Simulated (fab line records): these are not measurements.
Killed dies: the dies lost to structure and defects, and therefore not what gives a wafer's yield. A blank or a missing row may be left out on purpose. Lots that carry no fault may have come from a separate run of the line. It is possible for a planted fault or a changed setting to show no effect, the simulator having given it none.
fab line records	flow nandHarc
record lots=13	wafers=39	lastDay=25
route steps=1159 shown A_STAIRCASE@669 THIN_TSV@1124 END@1159
lots that met no fault: taken from a fault-free run of the same line
startH: hours from the record's opening day to when the first of the lot's shown wafers began	waitH: how many hours have passed since the lot's step before this one	" identical to the entry in the row above	L1.1+2: a row that stands for several wafers	- no value present, or no start provided	* or withheld: withheld	< > ~ a bound
route shown NAME@n: NAME is a module with steps in the file, n the number in the route of the first one	usual: mean and standard deviation over wafers with no fault	same: alike in all rows	chamber/n: place in a boat	sites: the reading at each site	_std_site: the values' standard deviation	_edge_site: inner sites' mean taken away from outer sites' mean	radiusMm: how far each site lies from the wafer's centre	mask NAME#n: copy n	behind: tool/chamber where the wafer was last shaped	hold: why the lot went on hold/how many hours it stayed there/how the hold came to an end	device: transistor that didn't switch, given as n, p or np	end of line: the same wafers' tests at the end of the route	where a step has no rows: the recipe by itself	killed: at the first sort, the dies lost to defects and structure; wafer yield is something else	map: the dies of a wafer, with x for killed, . for not killed, _ for no die there
set.NAME: the setting that was run; set.NAME@STEP: the one run at that earlier step	model.NAME: the simulator's own value behind a step, which no gauge read
steps of the route over a sample of lots; a table a step, a row a wafer
services: a tool's chamber out of use, with start hour (startH, from the record's first day; less than 0 if before it), hours out, and reason
## steps
# step NHARC_A_STAIRCASE_ETCH_294
# recipe targetDepthA=49920	timeS=1212.4	ionEnergyEv=800	c4f8FlowSccm=80	o2FlowSccm=60	arFlowSccm=withheld	rfW=600	biasW=3000	chemistry=C4F8/O2/Ar
# usual oesProductAu=0.938/0.015	rfVppV=1828/9.9
lot.wafer	tool	chamber	startH	waitH	oesProductAu	rfHoursCounterH	rfVppV
L132.4	rieDiel-08	3	258.39	-	0.939	45	1815
L132.3	"	0	"	"	0.933	46	1828
L132.6	"	3	"	"	0.958	-	1815
L133.3	rieDiel-03	2	259.25	-	0.936	11	1833
L133.6	"	3	"	"	0.922	-	1825
L133.5	"	0	"	"	0.932	-	1834
L134.2	rieDiel-03	1	268.41	-	0.937	16	1820
L134.1	"	2	"	"	0.956	15	1834
L134.5	"	1	"	"	0.933	-	1820
L139.1	rieDiel-03	3	304.69	-	0.921	27	1824
L139.3	"	0	"	"	0.934	28	1832
L139.6	"	0	"	"	0.936	-	1833
L147.2	rieDiel-08	3	329.20	-	0.956	8	1815
L147.3	"	1	"	"	0.939	9	1818
L147.6	"	3	"	"	0.953	-	1814
L146.3	rieDiel-08	1	338.25	-	0.919	12	1820
L146.1	"	3	"	"	0.971	11	1814
L146.5	"	1	"	"	0.924	-	1819
L148.2	rieDiel-08	1	348.71	-	0.931	15	1818
L148.1	"	0	"	"	0.953	14	1827
L148.6	"	2	"	"	0.946	-	1830
L149.4	rieDiel-08	2	353.27	-	0.944	17	1831
L149.3	"	3	"	"	0.956	15	1815
L149.2	"	0	"	"	0.946	15	1826
L150.4	rieDiel-08	2	365.61	-	0.949	23	1830
L150.5	"	1	"	"	0.922	-	1817
L150.6	"	2	"	"	0.956	-	1829
L152.1	rieDiel-08	1	372.76	-	0.951	24	1818
L152.3	"	2	"	"	0.950	24	1831
L152.2	"	0	"	"	0.964	22	1826
L153.4	rieDiel-08	3	382.83	-	0.955	26	1814
L153.2	"	0	"	"	0.932	25	1826
L153.6	"	1	"	"	0.931	-	1818
L154.4	rieDiel-03	0	384.49	-	0.938	59	1830
L154.3	"	2	"	"	0.932	56	1833
L154.2	"	3	"	"	0.917	60	1822
L155.3	rieDiel-01	1	401.90	-	0.927	22	1843
L155.2	"	2	"	"	0.911	22	1839
L155.6	"	1	"	"	0.911	-	1843
# step NHARC_THIN_TSV_DEP_47
# recipe targetThkA=2000	tempC=withheld	pressureTorr=6.5	rfW=900	teosFlowSccm=161.4	flowSccm=2650	targetThkNm=200	gas=O2	material=SiO2
# usual flowSccm=2650/8.4	showerheadVppV=1840/86	throttleValvePct=16.1/0.5
lot.wafer	tool	chamber	startH	waitH	flowSccm	showerheadVppV	throttleValvePct
L133.3	pecvd-03	0	433.85	-	2661	1839	16.4
L133.6	"	2	"	"	2640	1901	16.3
L133.5	"	1	"	"	2653	1719	15.9
L132.3	pecvd-03	0	442.93	-	2640	1854	16.2
L132.6	"	0	"	"	2649	1843	16.5
L132.4	"	1	"	"	2651	1688	16.1
L134.1	pecvd-04	2	444.38	-	2644	1780	16.1
L134.2	"	0	"	"	2659	1864	15.4
L134.5	"	0	"	"	2649	1901	15.5
L139.1	pecvd-03	1	487.14	-	2658	1703	16.1
L139.3	"	2	"	"	2653	1899	16.5
L139.6	"	1	"	"	2658	1684	16.0
L147.2	pecvd-04	2	497.40	-	2661	1775	16.1
L147.3	"	0	"	"	2649	1895	15.7
L147.6	"	1	"	"	2642	1926	15.6
L146.3	pecvd-03	1	518.32	-	2655	1705	16.1
L146.1	"	2	"	"	2647	1882	16.9
L146.5	"	2	"	"	2655	1895	16.6
L148.2	pecvd-03	1	519.43	-	2647	1686	15.9
L148.1	"	2	"	"	2664	1897	16.7
L148.6	"	2	"	"	2653	1889	16.7
L149.2	pecvd-04	1	527.42	-	2661	1893	15.6
L149.3	"	0	"	"	2647	1865	15.5
L149.4	"	0	"	"	2660	1888	15.3
L150.4	pecvd-04	2	547.40	-	2663	1767	16.4
L150.6	"	0	"	"	2649	1848	15.6
L150.5	"	1	"	"	2648	1965	15.7
L152.1	pecvd-02	1	547.95	-	2633	1987	15.7
L152.2	"	2	"	"	2641	1768	15.9
L152.3	"	0	"	"	2646	1891	14.8
L153.2	pecvd-03	0	562.33	-	2660	1810	17.1
L153.6	"	2	"	"	2640	1904	16.9
L153.4	"	0	"	"	2648	1817	16.8
L154.2	pecvd-03	2	563.52	-	2639	1896	17.1
L154.3	"	0	"	"	2629	1842	16.9
L154.4	"	2	"	"	2637	1873	16.7
L155.3	pecvd-02	1	581.03	-	2655	2002	16.4
L155.2	"	2	"	"	2661	1731	16.1
L155.6	"	1	"	"	2662	1995	16.2
# step NHARC_THIN_TSV_ETCHBACK_48
# recipe targetDepthA=10285	overEtchFrac=0.3	timeS=405.17	ionEnergyEv=250	c4f8FlowSccm=withheld	arFlowSccm=withheld	rfW=600	biasW=300	chemistry=C4F8/Ar
# usual oesProductAu=0.96/0.035	rfVppV=546/3.3
lot.wafer	tool	chamber	startH	waitH	oesProductAu	rfHoursCounterH	rfVppV
L133.3	rieDiel-04	0	434.28	-	0.91	10	547
L133.6	"	2	"	"	0.91	-	552
L133.5	"	3	"	"	0.93	-	543
L132.3	rieDiel-09	3	443.33	-	1.01	0	544
L132.4	"	2	"	"	1.02	0	547
L132.6	"	0	"	"	0.98	-	552
L134.1	rieDiel-04	1	444.74	-	0.95	10	543
L134.2	"	2	"	"	0.92	11	552
L134.5	"	2	"	"	0.92	-	552
L139.3	rieDiel-04	3	487.56	-	0.97	1	542
L139.1	"	1	"	"	0.98	1	543
L139.6	"	2	"	"	0.95	-	553
L147.3	rieDiel-04	1	497.76	-	0.95	2	543
L147.2	"	2	"	"	0.93	2	553
L147.6	"	2	"	"	0.94	-	551
L146.3	rieDiel-09	0	518.75	-	0.92	8	549
L146.1	"	1	"	"	0.94	8	549
L146.5	"	2	"	"	0.94	-	546
L148.1	rieDiel-04	1	519.86	-	0.99	3	544
L148.2	"	2	"	"	0.98	3	553
L148.6	"	3	"	"	1.01	-	543
L149.4	rieDiel-11	0	527.82	-	0.90	10	548
L149.3	"	1	"	"	0.93	10	545
L149.2	"	3	"	"	0.94	10	546
L150.4	rieDiel-09	0	547.70	-	0.92	11	549
L150.5	"	3	"	"	0.93	-	543
L150.6	"	0	"	"	0.91	-	551
L152.1	rieDiel-09	2	548.40	-	0.94	11	546
L152.2	"	3	"	"	0.93	12	542
L152.3	"	0	"	"	0.92	11	550
L153.2	rieDiel-11	2	562.72	-	1.00	2	545
L153.4	"	0	"	"	1.00	1	548
L153.6	"	1	"	"	1.00	-	545
L154.3	rieDiel-04	0	563.92	-	0.98	6	544
L154.2	"	1	"	"	1.00	6	542
L154.4	"	2	"	"	0.98	7	551
L155.2	rieDiel-04	3	581.51	-	0.97	8	541
L155.3	"	0	"	"	0.95	8	544
L155.6	"	1	"	"	0.98	-	542
# step NHARC_THIN_TSV_ANNEAL_52
# recipe tempC=225	timeS=90
# usual wafer_temp_C_max=225.96/0.29
lot.wafer	tool	chamber	startH	waitH	wafer_temp_C_max
L133.3	rtpAnneal-01	0	436.05	0.4	226.14
L133.5	"	0	"	"	225.79
L133.6	"	0	"	"	226.21
L132.3	rtpAnneal-01	0	445.16	0.4	226.22
L132.4	"	0	"	"	225.93
L132.6	"	0	"	"	225.99
L134.1	rtpAnneal-02	0	446.50	0.5	225.86
L134.2	"	0	"	"	225.58
L134.5	"	0	"	"	225.61
L139.1	rtpAnneal-01	0	489.24	0.6	226.08
L139.3	"	0	"	"	225.99
L139.6	"	0	"	"	225.64
L147.2	rtpAnneal-01	0	499.55	0.6	225.88
L147.3	"	0	"	"	225.72
L147.6	"	0	"	"	225.78
L146.1	rtpAnneal-01	0	520.39	0.6	225.91
L146.3	"	0	"	"	225.97
L146.5	"	0	"	"	225.79
L148.1	rtpAnneal-01	0	521.52	0.5	225.83
L148.2	"	0	"	"	226.23
L148.6	"	0	"	"	225.85
L149.2	rtpAnneal-02	0	529.63	0.6	225.82
L149.3	"	0	"	"	226.27
L149.4	"	0	"	"	226.24
L150.4	rtpAnneal-01	0	549.70	0.7	225.95
L150.5	"	0	"	"	225.76
L150.6	"	0	"	"	225.86
L152.1	rtpAnneal-02	0	550.11	0.7	225.61
L152.2	"	0	"	"	225.80
L152.3	"	0	"	"	225.55
L153.2	rtpAnneal-01	0	564.81	0.7	225.82
L153.4	"	0	"	"	226.45
L153.6	"	0	"	"	225.91
L154.2	rtpAnneal-01	0	565.73	0.6	226.10
L154.3	"	0	"	"	226.20
L154.4	"	0	"	"	226.02
L155.2	rtpAnneal-01	0	583.19	0.7	225.80
L155.3	"	0	"	"	226.18
L155.6	"	0	"	"	226.14
# step NHARC_END_SORT_01
# recipe tempC=25
# usual killedAtArray=27/10	killedAtOther=0.6/0.96	killedAtPeriphery=3.4/2.7	killedDies=31/10	killedOpen=2.9/1.8	killedShort=1.8/1.4
# same grossDies=677
lot.wafer	tool	chamber	startH	waitH	killedAtArray	killedAtOther	killedAtPeriphery	killedDies	killedOpen	killedShort
L134.1	prober-02	0	472.70	2.5	94	3	7	104	2	4
L134.2	prober-02	0	473.49	2.8	131	0	4	135	1	1
L134.5	prober-02	0	475.87	3.7	127	0	5	132	1	3
L139.1	prober-01	0	501.27	2.5	150	0	2	152	1	1
L139.3	prober-01	0	502.85	3.1	85	0	7	92	5	2
L139.6	prober-01	0	505.22	3.9	89	0	8	97	7	0
L148.1	prober-02	0	531.34	2.5	15	0	1	16	5	3
L148.2	prober-02	0	532.13	2.8	15	0	1	16	2	5
# killed by level:class
L134.1 A_STAIRCASE:unspecified=70 A_CONTACT:chamberFilmFlake=10 A_SLIT:chamberFilmFlake=5 P_STI:chamberFilmFlake=3 A_STAIRCASE:chamberFilmFlake=3 P_M0:geometricParticle:short=2 STARTING-WAFER:geometricParticle:short=2 A_CHANNEL_HOLE_D1:chamberFilmFlake=2
L134.2 A_STAIRCASE:unspecified=108 A_SLIT:chamberFilmFlake=10 A_CHANNEL_FILL_D1:chamberFilmFlake=4 A_STAIRCASE:chamberFilmFlake=4 P_ZERO_WELL:chamberFilmFlake=2 A_CHANNEL_FILL_D1:geometricParticle:short=1 A_CONTACT:geometricParticle:open=1 P_STI:chamberFilmFlake=1
L134.5 A_STAIRCASE:unspecified=108 A_SLIT:chamberFilmFlake=14 A_CONTACT:chamberFilmFlake=3 A_CHANNEL_HOLE_D1:chamberFilmFlake=2 P_GATE:geometricParticle:short=1 P_M0:geometricParticle:short=1 P_M1:geometricParticle:open=1 P_M1:geometricParticle:short=1
L139.1 A_STAIRCASE:unspecified=115 A_SLIT:chamberFilmFlake=18 A_CHANNEL_HOLE_D1:chamberFilmFlake=6 A_STAIRCASE:chamberFilmFlake=6 A_CONTACT:chamberFilmFlake=3 A_WL_FILL:geometricParticle:short=1 A_CONTACT:geometricParticle:open=1 P_ZERO_WELL:chamberFilmFlake=1
L139.3 A_STAIRCASE:unspecified=51 A_SLIT:chamberFilmFlake=10 A_CHANNEL_HOLE_D1:chamberFilmFlake=9 A_STAIRCASE:chamberFilmFlake=6 P_GATE:chamberFilmFlake=3 A_CONTACT:chamberFilmFlake=3 P_M1:geometricParticle:open=1 P_M2:geometricParticle:short=1
L139.6 A_STAIRCASE:unspecified=54 A_CHANNEL_HOLE_D1:chamberFilmFlake=16 A_SLIT:chamberFilmFlake=9 A_STAIRCASE:chamberFilmFlake=7 P_CONTACT:geometricParticle:open=2 P_M0:geometricParticle:open=2 P_STI:geometricParticle:open=1 P_M2:geometricParticle:open=1
L148.1 A_CHANNEL_HOLE_D1:chamberFilmFlake=5 A_CHANNEL_FILL_D1:geometricParticle:open=2 A_CONTACT:chamberFilmFlake=2 P_CONTACT:geometricParticle:short=1 A_ONON_D1:geometricParticle:open=1 A_CHANNEL_FILL_D1:geometricParticle:short=1 A_SGD_CUT:geometricParticle:open=1 A_WL_FILL:geometricParticle:open=1
L148.2 A_CHANNEL_HOLE_D1:chamberFilmFlake=3 A_ONON_D1:geometricParticle:short=2 A_STAIRCASE:chamberFilmFlake=2 A_CONTACT:chamberFilmFlake=2 A_CHANNEL_HOLE_D1:geometricParticle:short=1 A_SGD_CUT:geometricParticle:short=1 A_SGD_CUT:geometricParticle:open=1 A_CONTACT:geometricParticle:short=1
## services
tool	chamber	startH	hours	kind
rieDiel-09	-	254.10	9.0	pm
rieDiel-08	3	265.31	3.5	repair
rieDiel-04	-	288.90	9.0	pm
pecvd-03	-	292.59	13.0	pm
rieDiel-08	-	301.80	9.0	pm
rieDiel-09	-	302.44	0.8	repair
pecvd-03	-	331.36	0.9	repair
rieDiel-04	-	345.11	3.8	repair
pecvd-03	0	360.79	7.0	repair
pecvd-04	-	376.59	13.0	pm
rieDiel-09	-	376.93	1.6	repair
rieDiel-09	1	387.03	26.8	repair
rieDiel-03	-	392.35	9.0	pm
rieDiel-09	0	394.11	5.0	repair
pecvd-03	2	395.36	10.0	repair
rieDiel-09	2	396.33	6.0	repair
rieDiel-04	1	415.73	2.4	repair
rieDiel-09	2	416.30	11.9	repair
rieDiel-09	-	431.44	9.0	pm
rieDiel-04	-	465.90	9.0	pm
pecvd-03	-	474.10	13.0	pm
rieDiel-08	-	478.83	9.0	pm
pecvd-03	-	495.88	3.1	repair
pecvd-03	-	564.24	0.5	repair
## key
firstSign step=NHARC_END_SORT_01	reading=killedDies	direction=up	sigmas=8.8	usual=31	struck=119
effect step=NHARC_END_SORT_01	reading=killedAtArray	direction=up	sigmas=8.5	usual=27	struck=113
moreKillsBornAt NHARC_A_STAIRCASE_ETCH_294@rieDiel-03=504
metAt NHARC_A_STAIRCASE_ETCH_294
struckLots L134,L139
testerLeftOut L134,L139
notActingAt NHARC_THIN_TSV_DEP_47,NHARC_THIN_TSV_ETCHBACK_48,NHARC_THIN_TSV_ANNEAL_52
onsetBetween 259.25 268.41
fault kind=chamberParticleSource	tool=rieDiel-03	chamber=-	onsetH=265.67	steps=NHARC_A_STAIRCASE_ETCH_294	ratePerVisitCm2=2.2064	endH=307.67
# testerLeftOut: of these lots the tester's yield and bins aren't shown, on N5 and GAA mostly nor the transistor test; their killed dies are dies lost to structure and defects alone, not to doping, threshold or leakage, so they don't give the yield
